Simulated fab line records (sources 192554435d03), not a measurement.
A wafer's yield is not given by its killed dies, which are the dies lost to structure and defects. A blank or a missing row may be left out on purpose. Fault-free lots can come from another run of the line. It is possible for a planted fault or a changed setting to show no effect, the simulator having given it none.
Split-lot study -- flow n5 finfet -- 21 wafers read across 7 lots, on a route 1938 steps long

THE SPLIT
At N5_BEOL_M8_TRENCH_ETCH_37 (etches SiCOH lowk in C4F6/O2, target depth 93.478 nm, time 31.2 s), the setting source w was moved away from the recipe's 345 W on 5 of the 21 wafers read, by -16.2% to +7.5%. The other wafers ran this setting at the recipe's value.

The reading comes from the split's own step.

THE READING
rf vpp V, in V, at N5_BEOL_M8_TRENCH_ETCH_37 (etches SiCOH lowk in C4F6/O2, target depth 93.478 nm, time 31.2 s). Fault-free wafers of this fab line usually give 667 V, standard deviation 6.9 V.

wafer,"tool, chamber at the split","source w as run, W",against the recipe,"rf vpp V, V",against lot-mates on the recipe
L081.3,"rie diel-05, 3",345,recipe,661,-
L081.4,"rie diel-05, 0",345,recipe,681,-
L081.6,"rie diel-05, 1",370.8,+7.5%,641,-30
L083.2,"rie diel-04, 1",309.5,-10.3%,701,+34
L083.4,"rie diel-04, 3",345,recipe,667,-
L083.6,"rie diel-04, 0",309.5,-10.3%,711,+44
L087.2,"rie diel-02, 3",345,recipe,662,-
L087.5,"rie diel-02, 1",345,recipe,663,-
L087.6,"rie diel-02, 2",345,recipe,674,-
L088.1,"rie diel-05, 2",345,recipe,657,-
L088.3,"rie diel-05, 1",345,recipe,665,-
L088.5,"rie diel-05, 3",345,recipe,662,-
L095.2,"rie diel-04, 2",345,recipe,659,-
L095.3,"rie diel-04, 1",345,recipe,663,-
L095.4,"rie diel-04, 2",320.3,-7.2%,685,+24
L097.3,"rie diel-05, 2",345,recipe,656,-
L097.5,"rie diel-05, 2",345,recipe,656,-
L097.6,"rie diel-05, 1",345,recipe,665,-
L089.1,"rie diel-02, 3",345,recipe,662,-
L089.2,"rie diel-02, 2",289,-16.2%,739,+77
L089.5,"rie diel-02, 3",345,recipe,662,-

THE FIT
A straight line over all 21 wafers: rf vpp V changes by -4.14 V for each +1% of source w; r = -0.95; the points scatter about the line by 6.8 V.
The same after taking each lot's own level away (the mean of its wafers on the recipe; 21 wafers): -4.22 V for each +1%; r = -0.97; scatter 5.5 V.
According to that fit, moving source w by its largest amount changes the reading by 68 V.
From 659.0 to 671.0 V: that is the span of the lots' own levels, equal to 1.7 times the standard deviation above.
The two slopes agree, so the slope changes little with the lot-to-lot level.
Check: with one of the wafers moved furthest among these (-16.2%) left out of the fit, the line predicts +61 V for it against its lot-mates. It came out at +77 V against them.
Tool readings at the split's step, against how far the setting was moved: rf vpp V r = -0.95.

THE OTHER SPLITS THESE WAFERS WENT THROUGH
Before the reading, these wafers also passed through other splits. Each is held against what the fit with the lots' levels taken away leaves over:
other split on the same wafers,wafers away from the commonest value,r with rf vpp V (lot level and that fit taken away)
N5_BEOL_M7_EXPOSE_08 dose mj,12,+0.10
N5_BEOL_M8_DESCUM_33 time s,6,-0.15

THE FILE'S OWN FIT
rf vpp V changes by -4.3 V for each +1% of source w, r = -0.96.
